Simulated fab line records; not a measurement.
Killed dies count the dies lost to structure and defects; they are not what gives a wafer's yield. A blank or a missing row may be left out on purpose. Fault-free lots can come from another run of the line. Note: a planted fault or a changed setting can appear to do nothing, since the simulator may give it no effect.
8D (eight disciplines) problem report, filled in by code | flow nand-harc | the parts of the form that need people (team, actions taken, sign-off) are left out

1. WHAT WENT WRONG
run-length-s at NHARC_A_CONTACT_ETCH_49 reads a mean of 394.0 s on 2 wafers of 2 lots; wafers without a fault read 496.5 s with a standard deviation of 0.4. So: -99 or more standard deviations from the usual mean.
The step: etches the open film in N2/H2, target depth 260 nm, time 475.3 s.
Earliest sighting: wafer L898.6 on rie-diel-04 at day 24 14:52. Wafers with a number at this step in the record: 36, from 12 lots. Rule for "out", or "out of limits": more than 4 standard deviations from the usual mean. The other wafers with a number count as sound.

2. WHAT IT IS; WHAT IT IS NOT
question                    | is                | is not
which readings at this step | run-length-s      | drypump-motor-current-A, oes-product-au, rf-vpp-V, showerhead-plenum-p-Torr, throttle-valve-pct
which lots                  | L898, L903        | L893, L896, L897, L907, L910, L912, L913, L914, L915, L916
which wafers of those lots  | L898.6, L903.6    | L898.1, L898.5, L903.3, L903.5
read on which tools         | rie-diel-04       | rie-diel-02, rie-diel-05
when                        | from day 24 14:52 | up to then (11 sound wafers); but 23 sound wafers of L903, L907, L910, L912, L913, L914, L915, L916 came after

3. SUSPECTS, AND WHAT RULES EACH OUT
Counting: if a tool at a process step up to the reading ran every lot that is out, it stays a suspect. Sound lots after the first of them don't rule it out here, since some wafers of a struck lot are sound.
- rie-diel-04 at NHARC_A_CONTACT_ETCH_49 (etches the open film in N2/H2, target depth 260 nm, time 475.3 s): kept. Ran every lot that is out, first one L898 (day 24 14:52); last sound lot up to then L897 (day 23 02:05). Its own run-length-s readings are out on those wafers.
- Within rie-diel-04 at NHARC_A_CONTACT_ETCH_49: the wafers that are out ran in chamber 0; their sound lot-mates ran in chambers 1, 2, 3.
Left after counting: rie-diel-04 at NHARC_A_CONTACT_ETCH_49.

4. THE CAUSE (what the simulator had put in)
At NHARC_A_CONTACT_ETCH_49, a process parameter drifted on rie-diel-04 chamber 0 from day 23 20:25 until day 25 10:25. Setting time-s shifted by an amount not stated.
Counting left only this tool.

5. THE EFFECT CHAIN, in route order
Each row: a reading whose mean over the struck wafers that have a number lies more than 3 standard deviations from the usual. Scope: only readings with a usual standard deviation given in the record; hours: median across lots of the time from each lot's start at the first step in this table that gives one to its start at this step; sigmas: change in usual standard deviations.
hours | step                    | reading      | usual   | on struck wafers | change | sigmas
0     | NHARC_A_CONTACT_ETCH_49 | run-length-s | 496.5 s | 394.0            | -102.5 | -99 or more
It contains these process steps:
- NHARC_A_CONTACT_ETCH_49: etches the open film in N2/H2, target depth 260 nm, time 475.3 s.
Readings that are blank on the struck wafers while sound wafers have them: rf-fwd-power-W at NHARC_A_CONTACT_ETCH_49.
At these later measuring or inspecting steps, every struck wafer for which the step has a row has a number for every such reading, and none has moved that far: NHARC_END_SORT_01.

6. WHAT WOULD HAVE CAUGHT IT SOONER
In this record the first reading out of limits was taken at day 24 14:52, 18 hours after the fault began at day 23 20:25.
